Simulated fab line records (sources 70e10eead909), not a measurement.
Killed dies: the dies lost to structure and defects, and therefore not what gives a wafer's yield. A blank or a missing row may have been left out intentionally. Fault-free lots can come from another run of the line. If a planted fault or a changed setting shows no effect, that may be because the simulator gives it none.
Which tool did it? -- flow nand harc -- 11 lots, 33 wafers sampled, at 7 steps of a route of 1302

## WHAT EACH GAUGE READ, for each wafer
NHARC_A_BLC_INSPECT_28.
lot,measured,on,raw defect count
L920,day 23 15:46,defect inspect-02,414 616 546
L921,day 24 00:34,defect inspect-02,387 695 577
L922,day 25 00:41,defect inspect-02,554 488 439
L923,day 25 06:33,defect inspect-01,369 533 769
L925,day 26 13:25,defect inspect-01,535 369 939
L926,day 26 17:57,defect inspect-01,393 480 426
L936,day 30 12:23,defect inspect-02,674 619 735
L937,day 30 19:32,defect inspect-01,563 470 505
L939,day 31 08:34,defect inspect-02,534 572 1056
L938,day 31 10:55,defect inspect-02,510 424 484
L940,day 32 05:33,defect inspect-01,411 389 525

NHARC_A_M0_THK_MEAS_24: measures by xrf.
lot,measured,on,thk nm (nm)
L920,day 23 19:10,film metro-02,115.2 114.1 113.9
L921,day 24 03:59,film metro-02,113.8 116.2 114.9
L922,day 25 04:07,film metro-02,113.7 114.2 114.4
L923,day 25 09:51,film metro-01,112.8 115.2 116.1
L925,day 26 16:58,film metro-01,28.0 28.4 30.0
L926,day 26 21:13,film metro-01,30.2 30.4 30.8
L936,day 30 15:41,film metro-01,115.3 113.3 114.8
L937,day 30 23:30,film metro-02,114.7 114.7 113.1
L939,day 31 11:58,film metro-02,112.9 112.5 114.2
L938,day 31 14:19,film metro-02,112.4 112.2 111.0
L940,day 32 09:28,film metro-02,113.1 115.2 112.5

NHARC_END_SORT_01.
lot,measured,on,defect limited yield (%),killed at array,killed at other,killed at periphery,killed dies,killed open,killed short
L925,day 28 05:41,prober-01,0 0 0,672 673 672,1 1 0,4 3 5,677 677 677,3 6 3,1 2 4
L926,day 28 10:59,prober-02,0 0 0,673 671 669,2 3 2,2 3 6,677 677 677,1 1 4,1 3 6

## TOOL THAT RAN EACH LOT (tool first, then ch and the chambers of the sampled wafers, then the start)
lot,NHARC_A_BLC_STRIP_21,NHARC_A_BLC_ALD_23,NHARC_A_M0_ECD_22,NHARC_A_M0_CMP_23
L920,"rie diel-08 ch 0,2, day 23 13:58","ald metal-02 ch 0,1, day 23 14:40","ecd cu-01 ch 0,1, day 23 18:14","cmp-04 ch 0,2, day 23 18:51"
L921,"rie diel-11 ch 0,1,2, day 23 22:46","ald metal-02 ch 1,2,3, day 23 23:26","ecd cu-02 ch 0,1, day 24 02:56","cmp-02 ch 0,1,2, day 24 03:41"
L922,"rie diel-11 ch 0,1,2, day 24 22:51","ald metal-02 ch 0,1,2, day 24 23:31","ecd cu-02 ch 0,1, day 25 03:05","cmp-03 ch 1,2,3, day 25 03:50"
L923,"rie diel-13 ch 1,3, day 25 04:45","ald metal-03 ch 0,1,2, day 25 05:28","ecd cu-01 ch 0,1, day 25 08:50","cmp-04 ch 0,1,3, day 25 09:35"
L925,"rie diel-08 ch 0,1,2, day 26 11:29","ald metal-03 ch 0,2, day 26 12:11","ecd cu-02 ch 0,1, day 26 15:56","cmp-03 ch 0,1,3, day 26 16:41"
L926,"rie diel-08 ch 2,3, day 26 16:05","ald metal-03 ch 0,2,3, day 26 16:47","ecd cu-02 ch 0, day 26 20:11","cmp-04 ch 1,2,3, day 26 20:58"
L936,"rie diel-11 ch 0,1, day 30 10:34","ald metal-03 ch 0,2,3, day 30 11:13","ecd cu-02 ch 0,1, day 30 14:42","cmp-02 ch 0,1, day 30 15:24"
L937,"rie diel-08 ch 0,2,3, day 30 17:37","ald metal-01 ch 0,2, day 30 18:17","ecd cu-01 ch 0,1, day 30 22:28","cmp-03 ch 2,3, day 30 23:13"
L939,"rie diel-11 ch 1,2, day 31 06:40","ald metal-03 ch 1,2,3, day 31 07:22","ecd cu-02 ch 0,1, day 31 10:58","cmp-02 ch 1,2,3, day 31 11:41"
L938,"rie diel-13 ch 1,3, day 31 09:07","ald metal-02 ch 0,1,3, day 31 09:49","ecd cu-02 ch 0,1, day 31 13:17","cmp-02 ch 0,3, day 31 13:59"
L940,"rie diel-08 ch 0,2,3, day 32 03:43","ald metal-01 ch 0,1,2, day 32 04:22","ecd cu-02 ch 0,1, day 32 07:58","cmp-02 ch 0,1,3, day 32 09:08"
- NHARC_A_BLC_STRIP_21: strips in O2.
- NHARC_A_BLC_ALD_23: deposits TiN, target thk 3 nm, pulse time 1 s, ald cycles 150.
- NHARC_A_M0_ECD_22: material Cu, target thk 400 nm.
- NHARC_A_M0_CMP_23: polishes, t overpolish 20 s, target thk 113.75 nm.

## AS READ BY THE TOOLS THEMSELVES (means over the sampled wafers that have a number; for cases with no such wafer, the mark the record gives instead)
NHARC_A_BLC_STRIP_21.
lot,tool,drypump motor current A (A),oes product au (a.u.),rf vpp V (V),showerhead plenum p Torr (Torr),throttle valve pct (%)
L920,rie diel-08,4.9,0.998,58.0,3.41,17.035
L921,rie diel-11,5.6,1.001,57.7,3.57,17.037
L922,rie diel-11,5.6,0.997,57.3,3.57,17.040
L923,rie diel-13,5.9,1.001,58.0,3.65,17.037
L925,rie diel-08,4.9,0.993,57.7,3.55,17.037
L926,rie diel-08,5.3,1.000,57.4,3.59,17.035
L936,rie diel-11,5.3,0.999,57.5,3.44,17.032
L937,rie diel-08,5.2,1.000,57.5,3.51,17.034
L939,rie diel-11,5.4,1.004,58.5,3.72,17.043
L938,rie diel-13,6.0,1.004,57.1,3.62,17.032
L940,rie diel-08,5.2,1.008,57.6,3.51,17.033

NHARC_A_BLC_ALD_23.
lot,tool,heater power w (W),precursor pulse height rel
L920,ald metal-02,1089,0.969
L921,ald metal-02,1016,0.994
L922,ald metal-02,1045,1.005
L923,ald metal-03,1134,1.004
L925,ald metal-03,1108,1.010
L926,ald metal-03,1187,0.989
L936,ald metal-03,1177,0.995
L937,ald metal-01,995,0.995
L939,ald metal-03,1112,0.995
L938,ald metal-02,1053,0.999
L940,ald metal-01,1037,1.002

NHARC_A_M0_ECD_22.
lot,tool,bath heat duty pct (%),bath temp c (C)
L920,ecd cu-01,6.4,25.05
L921,ecd cu-02,7.7,25.01
L922,ecd cu-02,7.4,24.99
L923,ecd cu-01,6.1,24.97
L925,ecd cu-02,-,-
L926,ecd cu-02,-,-
L936,ecd cu-02,7.4,24.93
L937,ecd cu-01,6.3,24.98
L939,ecd cu-02,7.0,24.88
L938,ecd cu-02,7.7,25.05
L940,ecd cu-02,7.9,25.02

NHARC_A_M0_CMP_23.
lot,tool,edge zone pressure frac,motor current A (A),slurry flow ml min,time to endpoint s (s)
L920,cmp-04,0.994,12.6,150.0,31
L921,cmp-02,0.994,11.3,150.3,28
L922,cmp-03,1.003,10.9,149.7,27
L923,cmp-04,0.999,12.1,149.8,30
L925,cmp-03,1.000,12.0,150.0,2
L926,cmp-04,0.999,13.3,150.4,5
L936,cmp-02,1.000,11.7,149.9,29
L937,cmp-03,0.996,10.6,150.1,29
L939,cmp-02,0.995,11.9,150.0,29
L938,cmp-02,1.005,11.3,149.5,29
L940,cmp-02,1.001,11.5,149.7,26

## THE ANSWER, worked out from the rows above alone
Rule: what is usual is taken from the lots themselves. Put in order of their means at a reading, lots are off if they are a third of the lots or fewer, leave a main group of 4 or more, and stand apart from it by a gap of 3 or more times the standard deviation of the main group's means; of several such gaps the widest counts. Not used: any main group whose means are identical at the precision the tables above print for the reading. Also off: a lot with no number at a reading for which 4 or more lots have one. Where the step has rows for the other lots, those lots are counted as sound. Order of review: gauges by route order, followed by the tools' own readings, for which a lot's mean as printed above is used. At the first step where some lot is off, the reading lying furthest off is the one used; lots without a number count as furthest.
Off: L925, L926 (NHARC_A_M0_THK_MEAS_24, thk nm). The main group: mean 113.9 nm, standard deviation 0.89.
A tool fits if, at a process step before that reading, it ran every lot that is off, and no sound lot after the first of them. Not tried: the gauges at NHARC_A_M0_THK_MEAS_24; whatever is off there is also off at NHARC_A_M0_ECD_22, on other tools, and gauge error can't account for it. None of those tried fits.

## WHAT THE SIMULATOR PUT IN
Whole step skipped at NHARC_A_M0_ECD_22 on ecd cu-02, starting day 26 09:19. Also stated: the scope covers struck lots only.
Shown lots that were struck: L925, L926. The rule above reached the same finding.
